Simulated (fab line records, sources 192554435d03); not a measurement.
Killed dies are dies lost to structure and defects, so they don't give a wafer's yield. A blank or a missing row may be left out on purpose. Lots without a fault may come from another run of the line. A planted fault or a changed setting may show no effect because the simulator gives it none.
fab line records | flow n5_finfet | part 1 of 2: steps 1 to 19 of 26
record lots=5 wafers=15 last_day=16
route steps=1938 shown GATE_CUT@480
lots that met no fault: from a run of the same line without faults
start_h: hours from the record's first day to the start of the lot's first wafer shown | wait_h: hours since the lot's step before | " the same as in the row above | L1.1+2: a row that stands for several wafers | - no value, or no start given | * or withheld: withheld | < > ~ a bound
route shown NAME@n: a module of which the file shows steps, and the number in the route of the first | usual: mean/standard deviation of fault-free wafers | same: alike in all rows | chamber/n: place in a boat | sites: the reading at each site | _std_site: their standard deviation | _edge_site: outer sites' mean less inner sites' | radius_mm: how far each site lies from the wafer's centre | mask NAME#n: copy n | behind: the tool/chamber that last shaped the wafer | hold: why the lot was held/for how many hours/how that ended | device: the transistor (n, p or np) that didn't switch | end of line: the same wafers' tests at the end of the route | a step without rows: its recipe alone | killed: dies lost to structure and defects at the first sort, not the wafer's yield | map: a wafer's dies, x killed, . not, _ none there
set.NAME: the setting as run; set.NAME@STEP: as run at that earlier step | model.NAME: the simulator's own value behind a step, which no gauge read
lots at some steps of the route; a table a step, a row a wafer
services: from which hour (start_h, from the record's first day; less than 0 if before it) a tool's chamber was out of use, for how many hours, and why
## steps
# step N5_GATE_CUT_COAT_27
# recipe resist=underlayer temp_c=205 time_s=60 spin_rpm=1500 resist_thk_nm=10
# columns lot.wafer tool chamber start_h wait_h
L083.1+2+6 litho_track-01 0 - -
L085.1+3+6 litho_track-04 0 - -
L086.1+4+6 litho_track-04 0 - -
L089.2+3+4 litho_track-01 0 - -
L096.1+3+6 litho_track-04 0 - -
# step N5_GATE_CUT_COAT_07
# recipe resist=CAR-EUV spin_rpm=1500 resist_thk_nm=30
# columns lot.wafer tool chamber start_h wait_h
L083.1+2+6 litho_track-01 0 - -
L085.1+3+6 litho_track-04 0 - -
L086.1+4+6 litho_track-04 0 - -
L089.2+3+4 litho_track-01 0 - -
L096.1+3+6 litho_track-04 0 - -
# step N5_GATE_CUT_EBR_09
# recipe solvent=PGMEA ebr_width_mm=1.5
# columns lot.wafer tool chamber start_h wait_h
L083.1+2+6 litho_track-01 0 - -
L085.1+3+6 litho_track-04 0 - -
L086.1+4+6 litho_track-04 0 - -
L089.2+3+4 litho_track-01 0 - -
L096.1+3+6 litho_track-04 0 - -
# step N5_GATE_CUT_SOFTBAKE_08
# recipe temp_c=110 time_s=60 resist=CAR-EUV
# columns lot.wafer tool chamber start_h wait_h
L083.1+2+6 litho_track-01 0 - -
L085.1+3+6 litho_track-04 0 - -
L086.1+4+6 litho_track-04 0 - -
L089.2+3+4 litho_track-01 0 - -
L096.1+3+6 litho_track-04 0 - -
# step N5_GATE_CUT_EXPOSE_10
# recipe mask_id=GATE_CUT na=0.33 source_shape=annular sigma_inner=0.35 sigma_outer=0.8 polarization=unpolarized target_cd_nm=20 dose_mj=43.25
# usual focus_offset_nm=0.0/0.56
# columns lot.wafer tool chamber start_h wait_h mask focus_offset_nm
L083.1 euv_scanner-01 0 137.71 - GATE_CUT#0 0.5
L083.2 " 0 " " GATE_CUT#0 0.3
L083.6 " 0 " " GATE_CUT#0 -0.7
L085.1 euv_scanner-02 0 157.97 - GATE_CUT#0 -0.5
L085.3 " 0 " " GATE_CUT#0 -0.2
L085.6 " 0 " " GATE_CUT#0 0.0
L086.1 euv_scanner-01 0 160.30 - GATE_CUT#0 0.1
L086.4 " 0 " " GATE_CUT#0 0.9
L086.6 " 0 " " GATE_CUT#0 -0.2
L089.2 euv_scanner-02 0 174.66 - GATE_CUT#0 0.7
L089.3 " 0 " " GATE_CUT#0 -0.9
L089.4 " 0 " " GATE_CUT#0 -0.5
L096.1 euv_scanner-02 0 217.60 - GATE_CUT#0 0.3
L096.3 " 0 " " GATE_CUT#0 0.4
L096.6 " 0 " " GATE_CUT#0 0.9
# step N5_GATE_CUT_PEB_11
# recipe peb_temp_c=100 peb_time_s=60 resist=CAR-EUV
# columns lot.wafer tool chamber start_h wait_h
L083.1+2+6 litho_track-04 0 137.78 0.1
L085.1+3+6 litho_track-05 0 158.04 0.1
L086.1+4+6 litho_track-01 0 160.37 0.1
L089.2+3+4 litho_track-04 0 174.72 0.1
L096.1+3+6 litho_track-05 0 217.67 0.1
# step N5_GATE_CUT_DEVELOP_12
# recipe develop_time_s=30 developer=TMAH resist=CAR-EUV rinse_liquid=surfactant_rinse dry=air_spin dev_temp_c=23
# columns lot.wafer tool chamber start_h wait_h
L083.1+2+6 litho_track-04 0 - -
L085.1+3+6 litho_track-05 0 - -
L086.1+4+6 litho_track-01 0 - -
L089.2+3+4 litho_track-04 0 - -
L096.1+3+6 litho_track-05 0 - -
# step N5_GATE_CUT_CD_MEAS_13
# recipe target_cd_nm=20 landing_energy_ev=500 detector=se_inlens
# usual cd_nm=19.92/0.24
# columns lot.wafer tool chamber start_h wait_h cd_nm
L083.1 cd_sem-03 0 137.84 - 19.94
L083.2 " 0 " " 19.57
L083.6 " 0 " " 19.86
L085.1 cd_sem-03 0 158.10 - 19.95
L085.3 " 0 " " 19.89
L085.6 " 0 " " 20.24
L086.1 cd_sem-03 0 160.44 - 20.09
L086.4 " 0 " " 19.59
L086.6 " 0 " " 19.98
L089.2 cd_sem-03 0 174.79 - 19.80
L089.3 " 0 " " 19.84
L089.4 " 0 " " 19.92
L096.1 cd_sem-01 0 217.74 - 19.69
L096.3 " 0 " " 19.65
L096.6 " 0 " " 20.16
# step N5_GATE_CUT_OVL_MEAS_14
# recipe points_per_wafer=522
# usual GATE_CUT_OVL=0.4/0.74
# columns lot.wafer tool chamber start_h wait_h GATE_CUT_OVL[nm]
L083.1 overlay-01 0 137.88 0.0 -0.6
L083.2 " 0 " " 0.8
L083.6 " 0 " " 0.8
L085.1 overlay-01 0 158.13 0.0 0.2
L085.3 " 0 " " 1.0
L085.6 " 0 " " 0.3
L086.1 overlay-02 0 160.47 0.0 0.4
L086.4 " 0 " " -1.5
L086.6 " 0 " " -0.4
L089.2 overlay-01 0 174.83 0.0 -0.3
L089.3 " 0 " " 0.2
L089.4 " 0 " " 2.2
L096.1 overlay-02 0 217.77 0.0 0.8
L096.3 " 0 " " 0.8
L096.6 " 0 " " 0.2
# step N5_GATE_CUT_INSPECT_15
# recipe mode=adi inspect_instrument=brightfield
# usual raw_defect_count=135/42
# columns lot.wafer tool chamber start_h wait_h raw_defect_count
L083.1 defect_inspect-01 - 137.93 0.1 139
L083.2 " - " " 96
L083.6 " - " " 130
L085.1 defect_inspect-01 - 158.19 0.1 117
L085.3 " - " " 213
L085.6 " - " " 88
L086.1 defect_inspect-01 - 160.53 0.1 93
L086.4 " - " " 111
L086.6 " - " " 142
L089.2 defect_inspect-01 - 174.88 0.0 129
L089.3 " - " " 153
L089.4 " - " " 163
L096.1 defect_inspect-02 - 217.83 0.1 79
L096.3 " - " " 111
L096.6 " - " " 100
# step N5_GATE_CUT_DESCUM_18
# recipe chemistry=O2 time_s=7 source_power_w=50 bias_power_w=20 pressure_mtorr=20 rf_frequency_hz=2.712e+07 temp_c=40 resist=CAR-EUV o2_flow_sccm=225
# usual drypump_motor_current_A=5.6/0.42 oes_product_au=0.75/0.071 rf_vpp_V=243.1/1.3 showerhead_plenum_p_Torr=2.10/0.07 throttle_valve_pct=20.58/0.26
# columns lot.wafer tool chamber start_h wait_h drypump_motor_current_A oes_product_au rf_hours_counter_h rf_vpp_V showerhead_plenum_p_Torr throttle_valve_pct
L083.1 rie_diel-01 3 137.98 0.0 5.8 0.74 163 241.6 2.02 20.49
L083.2 " 0 " " 5.3 0.70 235 244.6 2.16 20.91
L083.6 " 0 " " 5.2 0.70 - 242.8 2.16 20.90
L085.1 rie_diel-04 2 158.23 0.0 5.7 0.73 174 242.8 2.18 20.17
L085.3 " 3 " " 5.9 0.72 210 243.9 2.09 20.96
L085.6 " 3 " " 5.9 0.72 - 242.2 2.09 20.96
L086.1 rie_diel-01 0 161.26 0.7 5.3 0.70 242 242.3 2.16 20.92
L086.4 " 1 " " 6.0 0.90 27 243.8 2.12 19.93
L086.6 " 2 " " 6.3 0.73 - 243.4 2.11 20.67
L089.2 rie_diel-03 3 174.91 0.0 5.2 0.75 176 243.5 2.19 20.70
L089.3 " 1 " " 5.8 0.74 179 242.7 2.10 20.72
L089.4 " 2 " " 5.5 0.74 164 241.4 2.01 20.70
L096.1 rie_diel-03 3 217.86 0.0 5.3 0.74 192 244.6 2.18 20.70
L096.3 " 0 " " 5.7 0.72 157 244.6 2.18 20.73
L096.6 " 3 " " 5.2 0.74 - 244.1 2.18 20.70
# step N5_GATE_CUT_ETCH_28
# recipe chemistry=N2/H2 target=underlayer target_depth_a=130 mask_material=CAR-EUV time_s=10.4 ion_energy_ev=200 pressure_mtorr=30 source_w=840 bias_w=150 n2_flow_sccm=200 h2_flow_sccm=200 ends=cleared
# usual drypump_motor_current_A=5.6/0.41 etch_rf_on_time_s=10.43/0.19 oes_product_au=0.64/0.06 rf_vpp_V=523.8/2.5 showerhead_plenum_p_Torr=2.54/0.086 throttle_valve_pct=17.94/0.25
# columns lot.wafer tool chamber start_h wait_h drypump_motor_current_A etch_rf_on_time_s oes_product_au rf_hours_counter_h rf_vpp_V showerhead_plenum_p_Torr throttle_valve_pct
L083.1 rie_diel-01 3 138.01 0.0 5.8 10.69 0.62 163 521.5 2.44 17.81
L083.2 " 0 " " 5.3 10.65 0.60 235 526.2 2.60 18.20
L083.6 " 0 " " 5.3 10.64 0.59 - 527.8 2.60 18.19
L085.1 rie_diel-04 2 158.26 0.0 5.7 10.66 0.62 174 526.5 2.64 17.52
L085.3 " 3 " " 5.9 10.27 0.61 210 523.1 2.51 18.21
L085.6 " 3 " " 6.0 10.23 0.62 - 522.0 2.51 18.21
L086.1 rie_diel-01 0 161.30 0.0 5.3 10.53 0.59 242 526.1 2.60 18.19
L086.4 " 1 " " 6.0 10.17 0.77 27 525.8 2.58 17.41
L086.6 " 2 " " 6.3 10.58 0.63 - 525.1 2.54 18.04
L089.2 rie_diel-03 3 174.95 0.0 5.2 10.21 0.65 176 526.8 2.63 17.88
L089.3 " 1 " " 5.8 10.40 0.64 179 524.1 2.52 18.02
L089.4 " 2 " " 5.5 10.36 0.64 164 520.0 2.43 18.10
L096.1 rie_diel-03 3 217.89 0.0 5.3 10.43 0.63 192 526.3 2.62 17.90
L096.3 " 0 " " 5.7 10.61 0.61 157 526.1 2.66 18.18
L096.6 " 3 " " 5.3 10.37 0.63 - 526.6 2.62 17.88
# step N5_GATE_CUT_ETCH_36
# recipe chemistry=CF4 target=SiARC target_depth_a=130 mask_material=CAR-EUV time_s=21.7 ion_energy_ev=80 pressure_mtorr=40 source_w=545 bias_w=36 Ar_flow_sccm=100 cf4_flow_sccm=100 ends=cleared
# usual drypump_motor_current_A=5.6/0.42 etch_rf_on_time_s=21.8/0.39 oes_product_au=0.64/0.06 rf_vpp_V=184.1/1.1 showerhead_plenum_p_Torr=2.14/0.066 throttle_valve_pct=15.73/0.24
# columns lot.wafer tool chamber start_h wait_h drypump_motor_current_A etch_rf_on_time_s oes_product_au rf_hours_counter_h rf_vpp_V showerhead_plenum_p_Torr throttle_valve_pct
L083.1 rie_diel-01 3 138.03 0.0 5.8 22.2 0.63 163 183.0 2.06 15.60
L083.2 " 0 " " 5.3 21.9 0.60 235 185.3 2.19 16.04
L083.6 " 0 " " 5.3 21.9 0.60 - 186.0 2.19 16.03
L085.1 rie_diel-04 2 158.28 0.0 5.7 22.0 0.61 174 185.0 2.21 15.30
L085.3 " 3 " " 6.0 21.3 0.62 210 183.6 2.13 16.12
L085.6 " 3 " " 6.0 21.4 0.62 - 184.6 2.13 16.11
L086.1 rie_diel-01 0 161.31 0.0 5.3 21.9 0.59 242 186.5 2.19 16.05
L086.4 " 1 " " 6.0 21.5 0.77 27 184.2 2.18 15.22
L086.6 " 2 " " 6.3 22.0 0.62 - 184.2 2.13 15.70
L089.2 rie_diel-03 3 174.97 0.0 5.2 21.4 0.65 176 184.9 2.23 15.88
L089.3 " 1 " " 5.7 21.9 0.64 179 183.9 2.14 15.78
L089.4 " 2 " " 5.5 21.8 0.64 164 183.4 2.07 15.90
L096.1 rie_diel-03 3 217.91 0.0 5.2 21.8 0.63 192 185.5 2.22 15.90
L096.3 " 0 " " 5.6 22.2 0.61 157 185.4 2.22 15.86
L096.6 " 3 " " 5.3 21.9 0.63 - 184.8 2.22 15.92
# step N5_GATE_CUT_ETCH_37
# recipe chemistry=N2/H2 target=SOC target_depth_a=600 overetch_a=120 mask_material=SiARC temp_c=40 time_s=90 ion_energy_ev=200 pressure_mtorr=30 source_w=840 bias_w=150 n2_flow_sccm=200 h2_flow_sccm=200
# usual drypump_motor_current_A=5.6/0.41 oes_product_au=0.68/0.058 rf_vpp_V=523.7/2.4 showerhead_plenum_p_Torr=2.54/0.086 throttle_valve_pct=17.91/0.25
# columns lot.wafer tool chamber start_h wait_h drypump_motor_current_A oes_product_au rf_hours_counter_h rf_vpp_V showerhead_plenum_p_Torr throttle_valve_pct
L083.1 rie_diel-01 3 138.06 0.0 5.8 0.67 163 520.6 2.44 17.78
L083.2 " 0 " " 5.3 0.63 235 525.5 2.60 18.15
L083.6 " 0 " " 5.3 0.63 - 525.6 2.60 18.16
L085.1 rie_diel-04 2 158.31 0.0 5.7 0.65 174 526.1 2.64 17.49
L085.3 " 3 " " 5.9 0.65 210 523.6 2.51 18.19
L085.6 " 3 " " 5.9 0.65 - 522.9 2.51 18.19
L086.1 rie_diel-01 0 161.34 0.0 5.3 0.63 243 525.6 2.60 18.18
L086.4 " 1 " " 6.0 0.79 27 524.6 2.58 17.37
L086.6 " 2 " " 6.2 0.67 - 523.2 2.54 18.01
L089.2 rie_diel-03 3 174.99 0.0 5.3 0.67 176 526.2 2.63 17.84
L089.3 " 1 " " 5.8 0.67 179 522.3 2.52 17.99
L089.4 " 2 " " 5.5 0.68 164 519.6 2.43 18.07
L096.1 rie_diel-03 3 217.94 0.0 5.2 0.67 192 526.4 2.62 17.87
L096.3 " 0 " " 5.7 0.65 157 527.1 2.66 18.17
L096.6 " 3 " " 5.2 0.66 - 525.7 2.62 17.87
# step N5_GATE_CUT_STRIP_38
# recipe chemistry=N2/H2 temp_c=40 n2_flow_sccm=200 h2_flow_sccm=200 rf_frequency_hz=6e+07
# columns lot.wafer tool chamber start_h wait_h
L083.1+2+6 rie_diel-01 3,0,0 138.12 0.0
L085.1+3+6 rie_diel-04 2,3,3 158.37 0.0
L086.1+4+6 rie_diel-01 0,1,2 161.40 0.0
L089.2+3+4 rie_diel-03 3,1,2 175.06 0.0
L096.1+3+6 rie_diel-03 3,0,3 218.00 0.0
# step N5_GATE_CUT_STRIP_39
# recipe chemistry=N2/H2 temp_c=40 n2_flow_sccm=200 h2_flow_sccm=200 rf_frequency_hz=6e+07
# columns lot.wafer tool chamber start_h wait_h
L083.1+2+6 rie_diel-01 3,0,0 138.13 0.0
L085.1+3+6 rie_diel-04 2,3,3 158.38 0.0
L086.1+4+6 rie_diel-01 0,1,2 161.41 0.0
L089.2+3+4 rie_diel-03 3,1,2 175.07 0.0
L096.1+3+6 rie_diel-03 3,0,3 218.01 0.0
# step N5_GATE_CUT_HM_OPEN_40
# recipe chemistry=C4F6/O2 target=SiO2 mask_material=SiARC target_depth_a=1390 time_s=85.1 ion_energy_ev=250 pressure_mtorr=30 source_w=345 bias_w=185 Ar_flow_sccm=300 C4F6_flow_sccm=10 O2_flow_sccm=10 ends=cleared
# usual O2_flow_sccm=10.004/0.029 drypump_motor_current_A=5.6/0.42 etch_rf_on_time_s=93.9/1.8 oes_product_au=0.68/0.063 rf_vpp_V=663/10 showerhead_plenum_p_Torr=2.85/0.088 throttle_valve_pct=21.07/0.25
# columns lot.wafer tool chamber start_h wait_h O2_flow_sccm drypump_motor_current_A etch_rf_on_time_s oes_product_au rf_hours_counter_h rf_vpp_V showerhead_plenum_p_Torr throttle_valve_pct
L083.1 rie_diel-01 3 138.14 0.0 9.978 5.8 93.1 0.67 163 664 2.73 20.85
L083.2 " 0 " " 10.008 5.2 93.2 0.63 235 644 2.90 21.20
L083.6 " 0 " " 9.984 5.3 92.7 0.64 - 645 2.90 21.20
L085.1 rie_diel-04 2 158.39 0.0 10.008 5.7 93.5 0.65 174 661 2.94 20.55
L085.3 " 3 " " 9.964 5.9 95.9 0.65 210 672 2.82 21.37
L085.6 " 3 " " 9.997 5.9 95.3 0.65 - 671 2.82 21.39
L086.1 rie_diel-01 0 161.42 0.0 9.988 5.3 93.1 0.63 243 644 2.89 21.23
L086.4 " 1 " " 9.993 6.0 92.8 0.81 27 675 2.90 20.60
L086.6 " 2 " " 10.009 6.3 95.2 0.67 - 648 2.84 21.03
L089.2 rie_diel-03 3 175.08 0.0 10.023 5.3 91.7 0.67 176 665 2.97 21.22
L089.3 " 1 " " 10.025 5.8 92.4 0.67 179 666 2.86 21.20
L089.4 " 2 " " 9.998 5.5 93.8 0.67 164 645 2.75 21.29
L096.1 rie_diel-03 3 218.02 0.0 10.020 5.2 94.3 0.66 192 664 2.96 21.26
L096.3 " 0 " " 9.981 5.7 95.3 0.65 157 666 2.96 21.22
L096.6 " 3 " " 9.982 5.2 96.7 0.66 - 664 2.96 21.26
# step N5_GATE_CUT_STRIP_41
# recipe chemistry=CF4 resist=SiARC power_w=300 bias_power_w=75 pressure_mtorr=50 cf4_flow_sccm=150 rf_frequency_hz=6e+07
# usual drypump_motor_current_A=5.6/0.41 oes_product_au=0.175/0.016 rf_vpp_V=271.2/1.5 showerhead_plenum_p_Torr=1.79/0.056 throttle_valve_pct=13.70/0.24
# columns lot.wafer tool chamber start_h wait_h drypump_motor_current_A oes_product_au rf_hours_counter_h rf_vpp_V showerhead_plenum_p_Torr throttle_valve_pct
L083.1 rie_diel-01 3 138.20 0.0 5.8 0.171 163 269.5 1.73 13.59
L083.2 " 0 " " 5.3 0.161 235 271.8 1.85 14.08
L083.6 " 0 " " 5.2 0.161 - 271.6 1.85 14.09
L085.1 rie_diel-04 2 158.45 0.0 5.7 0.167 174 273.2 1.85 13.31
L085.3 " 3 " " 5.9 0.166 210 272.0 1.79 14.10
L085.6 " 3 " " 5.9 0.169 - 270.5 1.79 14.09
L086.1 rie_diel-01 0 161.49 0.0 5.3 0.161 243 272.8 1.85 14.10
L086.4 " 1 " " 6.0 0.200 27 271.2 1.83 13.17
L086.6 " 2 " " 6.3 0.172 - 272.6 1.79 13.70
L089.2 rie_diel-03 3 175.14 0.0 5.2 0.173 176 273.7 1.86 13.84
L089.3 " 1 " " 5.7 0.174 179 270.8 1.79 13.71
L089.4 " 2 " " 5.5 0.174 164 270.0 1.73 13.87
L096.1 rie_diel-03 3 218.09 0.0 5.2 0.168 192 272.5 1.85 13.87
L096.3 " 0 " " 5.6 0.170 157 271.1 1.85 13.81
L096.6 " 3 " " 5.2 0.172 - 271.8 1.86 13.90
# step N5_GATE_CUT_STRIP_42
# recipe chemistry=O2 power_w=400 temp_c=40 pressure_mtorr=30 rf_frequency_hz=6e+07 bias_power_w=0 overash_fraction=0.3 o2_flow_sccm=225
# usual drypump_motor_current_A=5.6/0.41 oes_product_au=0.75/0.07 rf_vpp_V=3.7/0.47 showerhead_plenum_p_Torr=2.10/0.07 throttle_valve_pct=16.82/0.25
# same overash_fraction=0.3
# columns lot.wafer tool chamber start_h wait_h drypump_motor_current_A oes_product_au rf_hours_counter_h rf_vpp_V showerhead_plenum_p_Torr throttle_valve_pct
L083.1 rie_diel-01 3 138.22 0.0 5.8 0.76 163 4.4 2.03 16.72
L083.2 " 0 " " 5.3 0.70 235 3.3 2.17 17.14
L083.6 " 0 " " 5.3 0.70 - 3.7 2.17 17.15
L085.1 rie_diel-04 2 158.47 0.0 5.7 0.73 174 3.7 2.18 16.45
L085.3 " 3 " " 5.9 0.72 210 3.8 2.09 17.21
L085.6 " 3 " " 5.9 0.72 - 4.8 2.09 17.20
L086.1 rie_diel-01 0 161.51 0.0 5.3 0.69 243 3.9 2.16 17.15
L086.4 " 1 " " 6.0 0.89 27 4.0 2.12 16.18
L086.6 " 2 " " 6.2 0.73 - 3.4 2.11 16.90
L089.2 rie_diel-03 3 175.16 0.0 5.2 0.75 176 3.4 2.19 16.94
L089.3 " 1 " " 5.8 0.74 179 3.6 2.10 16.89
L089.4 " 2 " " 5.5 0.74 164 3.3 2.01 16.93
L096.1 rie_diel-03 3 218.11 0.0 5.2 0.74 192 3.0 2.19 17.00
L096.3 " 0 " " 5.6 0.73 157 4.1 2.19 16.98
L096.6 " 3 " " 5.2 0.74 - 3.6 2.18 16.99
